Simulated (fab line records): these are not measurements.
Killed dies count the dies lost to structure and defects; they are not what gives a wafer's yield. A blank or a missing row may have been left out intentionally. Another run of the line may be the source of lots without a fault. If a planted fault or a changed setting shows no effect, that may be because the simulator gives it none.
Which tool is to blame?	flow n5_finfet	33 wafers from 11 lots sampled at 3 of the route's 1938 steps

== WHAT THE GAUGES SHOWED, per wafer ==
N5_HKMG_FIN_CD_MEAS_12: target cd 92.8 nm.
lot	measured	on	cd_nm (nm)
L075	day 4 09:30	cd_sem-01	93.7 94.1 93.2
L077	day 4 21:35	cd_sem-03	93.4 93.5 92.7
L079	day 5 08:05	cd_sem-02	92.6 93.7 93.9
L081	day 5 21:44	cd_sem-01	92.6 93.1 93.0
L083	day 6 12:10	cd_sem-01	92.8 92.4 93.0
L085	day 7 02:09	cd_sem-02	93.4 93.2 92.5
L087	day 7 12:20	cd_sem-01	92.4 92.6 92.7
L089	day 7 21:50	cd_sem-02	92.3 92.2 93.2
L093	day 9 00:40	cd_sem-03	93.7 93.5 94.1
L095	day 9 09:12	cd_sem-03	93.1 93.8 93.7
L097	day 9 21:43	cd_sem-02	93.1 92.5 92.5

== TOOL THAT RAN EACH LOT (tool first, then ch and the chambers of the sampled wafers, then the start) ==
lot	N5_HKMG_FIN_ETCH_58	N5_HKMG_FIN_STRIP_60
L075	rie_diel-04 ch 0,1,3, day 4 06:31	plasma_asher-01 ch 0,1, day 4 07:06
L077	rie_diel-01 ch 0,2,3, day 4 18:19	plasma_asher-02 ch 1, day 4 18:56
L079	rie_diel-02 ch 1,2, day 5 05:04	plasma_asher-01 ch 0,1, day 5 05:38
L081	rie_diel-01 ch 0,2,3, day 5 18:45	plasma_asher-01 ch 0,1, day 5 19:20
L083	rie_diel-01 ch 0,1,2, day 6 09:17	plasma_asher-02 ch 0, day 6 09:51
L085	rie_diel-04 ch 0,2,3, day 6 23:10	plasma_asher-01 ch 0,1, day 6 23:44
L087	rie_diel-01 ch 0,2,3, day 7 09:19	plasma_asher-02 ch 0,1, day 7 09:53
L089	rie_diel-02 ch 0,2, day 7 18:40	plasma_asher-02 ch 0,1, day 7 19:15
L093	rie_diel-04 ch 1,2, day 8 21:49	plasma_asher-02 ch 0,1, day 8 22:31
L095	rie_diel-04 ch 1,2, day 9 05:58	plasma_asher-01 ch 0,1, day 9 06:47
L097	rie_diel-02 ch 0,1, day 9 18:43	plasma_asher-02 ch 0,1, day 9 19:25
- N5_HKMG_FIN_ETCH_58: etches SOC in N2/H2, target depth 215.8 nm, time 741 s.
- N5_HKMG_FIN_STRIP_60: strips in N2/H2, time 360 s.

== THE ANSWER, worked out from the rows above alone ==
Rule: the lots themselves supply what counts as usual. The widest of any qualifying gaps counts: lots, ordered by their means at a reading, are off when they make up no more than a third of the lots, leave a main group of 4 or more, and stand apart from it by 3 or more times the standard deviation of that group's means. Not used: any main group whose means are identical at the precision the tables above print for the reading. Also off: a lot with no number at a reading for which 4 or more lots have one. The other lots that the step has rows for count as sound.
No lot is off at any reading shown: from this, nothing can be told.

== WHAT THE SIMULATOR PUT IN ==
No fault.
